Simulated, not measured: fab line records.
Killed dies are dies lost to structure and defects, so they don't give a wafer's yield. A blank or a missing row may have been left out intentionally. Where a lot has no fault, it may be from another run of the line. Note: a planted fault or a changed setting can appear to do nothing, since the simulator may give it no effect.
fab line records | flow n5-finfet | part 2 of 2: steps 22 to 27 of 27
record: lots: 5 | wafers: 15 | last-day: 18
route steps=1938 shown BEOL_M10@1482
lots that met no fault: from a run of the same line without faults
start-h: hours from the record's opening day to when the first of the lot's shown wafers began | wait-h: hours since the lot's step before | " same as the row above | L1.1+2: a single row standing in for several wafers | - no value present, or no start provided | * or withheld: withheld | < > ~ a bound
route shown NAME@n: a module of which the file shows steps, and the number in the route of the first | usual: the fault-free wafers' mean and standard deviation | same: alike in all rows | chamber/n: place in a boat | sites: readings site by site | _std_site: standard deviation of those values | _edge_site: inner sites' mean taken away from outer sites' mean | radius-mm: for every site, how far away it sits from the centre of the wafer | mask NAME#n: copy n | behind: tool/chamber where the wafer was last shaped | hold: cause of the lot's hold/its duration in hours/its outcome | device: which transistor (n, p or np) failed to switch | end of line: tests run on the same wafers once the route is complete | a step given without rows: its recipe and nothing more | killed: dies lost to structure and defects at the first sort, not the wafer's yield | map: dies across one wafer; x = killed, . = not, _ = none there
set.NAME: the setting as run; set.NAME@STEP: as run at that earlier step | model.NAME: the simulator's own value behind a step, which no gauge read
lots at some steps of the route; a table a step, a row a wafer
services: a tool's chamber out of use, with start hour (start-h, from the record's first day; less than 0 if before it), hours out, and reason
== steps ==
step: N5_BEOL_M10_OVL_MEAS_29
recipe: points-per-wafer: 44
usual: V9_OVL: -0.6/0.8
lot.wafer | tool       | chamber | start-h | wait-h | V9_OVL[nm]
L074.1    | overlay-01 | 0       | 214.51  | 0.0    | -0.4
L074.5    | "          | 0       | "       | "      | -0.3
L074.6    | "          | 0       | "       | "      | -0.8
L082.1    | overlay-02 | 0       | 263.15  | 0.0    | -1.6
L082.3    | "          | 0       | "       | "      | -0.3
L082.6    | "          | 0       | "       | "      | -0.4
L083.1    | overlay-01 | 0       | 275.16  | 0.0    | 0.2
L083.2    | "          | 0       | "       | "      | -1.4
L083.6    | "          | 0       | "       | "      | -1.2
L086.1    | overlay-01 | 0       | 287.52  | 0.0    | -0.8
L086.4    | "          | 0       | "       | "      | -0.5
L086.5    | "          | 0       | "       | "      | -1.9
L095.1    | overlay-02 | 0       | 363.28  | 0.0    | -0.7
L095.3    | "          | 0       | "       | "      | -0.6
L095.5    | "          | 0       | "       | "      | -0.1
step: N5_BEOL_M10_INSPECT_30
recipe: mode: adi | inspect-instrument: brightfield
usual: raw-defect-count: 394/87
lot.wafer | tool              | chamber | start-h | wait-h | raw-defect-count
L074.1    | defect-inspect-02 | -       | 214.53  | 0.0    | 368
L074.5    | "                 | -       | "       | "      | 405
L074.6    | "                 | -       | "       | "      | 356
L082.1    | defect-inspect-01 | -       | 263.17  | 0.0    | 296
L082.3    | "                 | -       | "       | "      | 244
L082.6    | "                 | -       | "       | "      | 453
L083.1    | defect-inspect-01 | -       | 275.18  | 0.0    | 393
L083.2    | "                 | -       | "       | "      | 379
L083.6    | "                 | -       | "       | "      | 398
L086.1    | defect-inspect-01 | -       | 287.55  | 0.0    | 318
L086.4    | "                 | -       | "       | "      | 322
L086.5    | "                 | -       | "       | "      | 342
L095.1    | defect-inspect-02 | -       | 363.31  | 0.0    | 487
L095.3    | "                 | -       | "       | "      | 373
L095.5    | "                 | -       | "       | "      | 398
step: N5_BEOL_M10_DESCUM_33
recipe: chemistry: O2 | time-s: 7.9 | source-power-w: 50 | bias-power-w: 20 | pressure-mtorr: 20 | rf-frequency-hz: 2.712e+07 | temp-c: 40 | resist: CAR-ArF | o2-flow-sccm: 225
usual: drypump-motor-current-A: 5.5/0.34 | o2-flow-sccm: 225.0/0.68 | oes-product-au: 0.82/0.066 | rf-vpp-V: 243.2/1.5 | showerhead-plenum-p-Torr: 2.10/0.07 | temp-c: 40.00/0.092 | throttle-valve-pct: 20.40/0.3
lot.wafer | tool        | chamber | start-h | wait-h | drypump-motor-current-A | o2-flow-sccm | oes-product-au | rf-hours-counter-h | rf-vpp-V | showerhead-plenum-p-Torr | temp-c | throttle-valve-pct
L074.1    | rie-diel-06 | 3       | 215.10  | 0.6    | 6.5                     | 225.0        | 0.70           | 220                | 244.8    | 2.15                     | 39.93  | 20.53
L074.5    | "           | 1       | "       | "      | 5.3                     | 224.7        | 0.74           | -                  | 241.4    | 2.01                     | 40.03  | 20.74
L074.6    | "           | 0       | "       | "      | 5.5                     | 224.8        | 0.72           | -                  | 244.6    | 2.08                     | 39.98  | 20.28
L082.1    | rie-diel-04 | 3       | 263.20  | 0.0    | 5.5                     | 224.9        | 0.85           | 65                 | 244.0    | 2.12                     | 40.04  | 19.94
L082.3    | "           | 0       | "       | "      | 5.4                     | 224.3        | 0.79           | 94                 | 243.8    | 2.21                     | 39.87  | 20.83
L082.6    | "           | 3       | "       | "      | 5.5                     | 225.1        | 0.84           | -                  | 243.2    | 2.12                     | 39.94  | 19.95
L083.1    | rie-diel-03 | 2       | 275.22  | 0.0    | 5.7                     | 225.3        | 0.83           | 65                 | 243.2    | 2.21                     | 40.00  | 20.08
L083.2    | "           | 0       | "       | "      | 5.0                     | 225.0        | 0.82           | 78                 | 242.1    | 2.04                     | 40.08  | 20.56
L083.6    | "           | 2       | "       | "      | 5.7                     | 225.0        | 0.82           | -                  | 245.0    | 2.21                     | 39.95  | 20.06
L086.1    | rie-diel-04 | 2       | 287.58  | 0.0    | 5.7                     | 225.2        | 0.81           | 84                 | 243.1    | 2.11                     | 40.21  | 19.94
L086.4    | "           | 3       | "       | "      | 5.5                     | 224.2        | 0.84           | 73                 | 244.9    | 2.11                     | 40.07  | 19.97
L086.5    | "           | 2       | "       | "      | 5.7                     | 225.1        | 0.81           | -                  | 246.5    | 2.11                     | 39.98  | 19.93
L095.1    | rie-diel-03 | 0       | 363.64  | 0.3    | 5.1                     | 226.0        | 0.79           | 110                | 242.4    | 2.03                     | 39.75  | 20.59
L095.3    | "           | 3       | "       | "      | 5.7                     | 226.0        | 0.86           | 59                 | 243.5    | 2.12                     | 40.02  | 20.67
L095.5    | "           | 0       | "       | "      | 5.0                     | 225.8        | 0.79           | -                  | 242.4    | 2.03                     | 39.94  | 20.59
step: N5_BEOL_M10_ETCH_65
recipe: chemistry: CF4 | target: SiARC | target-depth-a: 390 | mask-material: CAR-ArF | time-s: 65 | ion-energy-ev: 80 | pressure-mtorr: 40 | source-w: 545 | bias-w: 36 | Ar_flow_sccm: 100 | cf4-flow-sccm: 100 | ends: cleared
usual: cf4-flow-sccm: 100.01/0.29 | drypump-motor-current-A: 5.5/0.34 | etch-rf-on-time-s: 65.1/0.94 | mfc-ar-sccm: 100.0/0.33 | oes-product-au: 0.70/0.056 | rf-vpp-V: 184.1/1.2 | showerhead-plenum-p-Torr: 2.15/0.067 | throttle-valve-pct: 15.58/0.27
lot.wafer | tool        | chamber | start-h | wait-h | cf4-flow-sccm | drypump-motor-current-A | etch-rf-on-time-s | mfc-ar-sccm | oes-product-au | rf-hours-counter-h | rf-vpp-V | showerhead-plenum-p-Torr | throttle-valve-pct
L074.1    | rie-diel-06 | 3       | 215.14  | 0.0    | 100.19        | 6.5                     | 65.1              | 100.6       | 0.60           | 220                | 185.1    | 2.20                     | 15.82
L074.5    | "           | 1       | "       | "      | 99.89         | 5.3                     | 64.3              | 99.6        | 0.65           | -                  | 181.7    | 2.06                     | 15.91
L074.6    | "           | 0       | "       | "      | 100.03        | 5.5                     | 65.7              | 99.7        | 0.61           | -                  | 183.2    | 2.13                     | 15.57
L082.1    | rie-diel-04 | 3       | 263.24  | 0.0    | 99.92         | 5.5                     | 63.7              | 99.9        | 0.73           | 65                 | 183.6    | 2.17                     | 15.20
L082.3    | "           | 0       | "       | "      | 100.07        | 5.4                     | 65.1              | 99.9        | 0.67           | 94                 | 186.6    | 2.24                     | 15.84
L082.6    | "           | 3       | "       | "      | 99.86         | 5.5                     | 64.2              | 99.8        | 0.73           | -                  | 186.4    | 2.17                     | 15.17
L083.1    | rie-diel-03 | 2       | 275.25  | 0.0    | 99.53         | 5.6                     | 66.3              | 99.6        | 0.70           | 65                 | 186.0    | 2.27                     | 15.31
L083.2    | "           | 0       | "       | "      | 100.13        | 5.1                     | 66.1              | 100.3       | 0.70           | 78                 | 183.7    | 2.08                     | 15.67
L083.6    | "           | 2       | "       | "      | 100.20        | 5.7                     | 66.6              | 100.2       | 0.71           | -                  | 185.1    | 2.27                     | 15.32
L086.1    | rie-diel-04 | 2       | 287.62  | 0.0    | 99.80         | 5.7                     | 64.8              | 99.8        | 0.69           | 84                 | 184.0    | 2.16                     | 15.17
L086.4    | "           | 3       | "       | "      | 100.11        | 5.5                     | 63.6              | 100.0       | 0.72           | 73                 | 183.2    | 2.17                     | 15.19
L086.5    | "           | 2       | "       | "      | 100.53        | 5.7                     | 64.6              | 99.8        | 0.69           | -                  | 183.6    | 2.16                     | 15.17
L095.1    | rie-diel-03 | 0       | 363.67  | 0.0    | 99.72         | 5.1                     | 66.0              | 99.6        | 0.68           | 110                | 183.4    | 2.07                     | 15.71
L095.3    | "           | 3       | "       | "      | 99.98         | 5.7                     | 65.6              | 100.0       | 0.73           | 59                 | 185.0    | 2.18                     | 15.81
L095.5    | "           | 0       | "       | "      | 100.18        | 5.1                     | 65.4              | 99.6        | 0.68           | -                  | 183.1    | 2.07                     | 15.73
step: N5_BEOL_M10_ETCH_66
recipe: chemistry: N2/H2 | target: SOC | target-depth-a: 1200 | overetch-a: 240 | mask-material: SiARC | temp-c: 40 | time-s: 180 | ion-energy-ev: 200 | pressure-mtorr: 30 | source-w: 840 | bias-w: 150 | n2-flow-sccm: 200 | h2-flow-sccm: 200
usual: drypump-motor-current-A: 5.5/0.34 | n2-flow-sccm: 199.9/0.53 | oes-product-au: 0.66/0.052 | rf-vpp-V: 524.1/2.5 | showerhead-plenum-p-Torr: 2.55/0.085 | temp-c: 39.99/0.13 | throttle-valve-pct: 17.8/0.32
lot.wafer | tool        | chamber | start-h | wait-h | drypump-motor-current-A | n2-flow-sccm | oes-product-au | rf-hours-counter-h | rf-vpp-V | showerhead-plenum-p-Torr | temp-c | throttle-valve-pct
L074.1    | rie-diel-06 | 3       | 215.19  | 0.0    | 6.5                     | 199.6        | 0.57           | 220                | 526.2    | 2.62                     | 39.82  | 18.1
L074.5    | "           | 1       | "       | "      | 5.4                     | 200.5        | 0.61           | -                  | 519.5    | 2.45                     | 39.87  | 18.2
L074.6    | "           | 0       | "       | "      | 5.5                     | 199.8        | 0.58           | -                  | 522.9    | 2.52                     | 40.16  | 17.7
L082.1    | rie-diel-04 | 3       | 263.29  | 0.0    | 5.5                     | 199.5        | 0.68           | 65                 | 524.3    | 2.57                     | 40.06  | 17.3
L082.3    | "           | 0       | "       | "      | 5.4                     | 200.4        | 0.64           | 94                 | 527.1    | 2.68                     | 39.90  | 18.2
L082.6    | "           | 3       | "       | "      | 5.5                     | 199.6        | 0.69           | -                  | 524.9    | 2.57                     | 39.81  | 17.3
L083.1    | rie-diel-03 | 2       | 275.30  | 0.0    | 5.7                     | 200.2        | 0.68           | 65                 | 527.2    | 2.69                     | 39.91  | 17.4
L083.2    | "           | 0       | "       | "      | 5.1                     | 199.9        | 0.67           | 78                 | 521.8    | 2.47                     | 39.96  | 17.8
L083.6    | "           | 2       | "       | "      | 5.7                     | 200.7        | 0.68           | -                  | 528.0    | 2.69                     | 39.83  | 17.4
L086.1    | rie-diel-04 | 2       | 287.67  | 0.0    | 5.7                     | 200.0        | 0.66           | 84                 | 523.0    | 2.58                     | 40.01  | 17.4
L086.4    | "           | 3       | "       | "      | 5.5                     | 200.0        | 0.68           | 73                 | 524.6    | 2.57                     | 40.21  | 17.3
L086.5    | "           | 2       | "       | "      | 5.7                     | 200.0        | 0.66           | -                  | 524.2    | 2.58                     | 39.73  | 17.4
L095.1    | rie-diel-03 | 0       | 363.72  | 0.0    | 5.1                     | 200.2        | 0.64           | 110                | 521.7    | 2.45                     | 40.11  | 17.9
L095.3    | "           | 3       | "       | "      | 5.7                     | 199.3        | 0.70           | 59                 | 523.4    | 2.59                     | 40.17  | 18.1
L095.5    | "           | 0       | "       | "      | 5.0                     | 201.0        | 0.64           | -                  | 522.7    | 2.45                     | 40.08  | 17.9
step: N5_BEOL_M10_STRIP_69
recipe: chemistry: N2/H2 | temp-c: 40 | n2-flow-sccm: 200 | h2-flow-sccm: 200 | rf-frequency-hz: 6e+07
lot.wafer  | tool        | chamber | start-h | wait-h
L074.1+5+6 | rie-diel-06 | 3,1,0   | 215.30  | 0.1
L082.1+3+6 | rie-diel-04 | 3,0,3   | 263.40  | 0.1
L083.1+2+6 | rie-diel-03 | 2,0,2   | 275.42  | 0.1
L086.1+4+5 | rie-diel-04 | 2,3,2   | 287.78  | 0.1
L095.1+3+5 | rie-diel-03 | 0,3,0   | 363.84  | 0.1
== services ==
tool            | chamber | start-h | hours | kind
arfi-scanner-02 | -       | 192.25  | 1.0   | pm
arfi-scanner-03 | -       | 201.49  | 1.0   | pm
rie-metal-02    | -       | 205.59  | 28.1  | pm
arfi-scanner-02 | -       | 205.62  | 1.3   | pm
arfi-scanner-02 | -       | 219.59  | 4.9   | pm
rie-diel-06     | 3       | 226.21  | 11.0  | repair
rie-metal-03    | -       | 230.48  | 1.4   | pm
arfi-scanner-02 | -       | 238.72  | 6.0   | pm
rie-metal-01    | 0       | 249.94  | 7.1   | repair
rie-diel-03     | 2       | 276.78  | 12.1  | repair
rie-metal-03    | 0       | 285.62  | 1.4   | repair
arfi-scanner-02 | -       | 289.75  | 0.8   | pm
rie-metal-03    | -       | 296.71  | 2.8   | pm
arfi-scanner-02 | -       | 303.79  | 1.0   | pm
rie-metal-01    | -       | 307.96  | 1.4   | pm
rie-metal-03    | 1       | 329.18  | 5.2   | repair
rie-diel-03     | 1       | 329.69  | 7.5   | repair
arfi-scanner-02 | -       | 331.12  | 1.3   | pm
rie-diel-03     | 3       | 332.74  | 11.1  | repair
rie-diel-06     | 0       | 338.64  | 15.8  | repair
rie-metal-01    | -       | 343.31  | 8.0   | repair
rie-diel-03     | -       | 344.70  | 2.8   | pm
arfi-scanner-02 | -       | 361.25  | 1.0   | pm
rie-diel-03     | 2       | 362.19  | 4.5   | repair
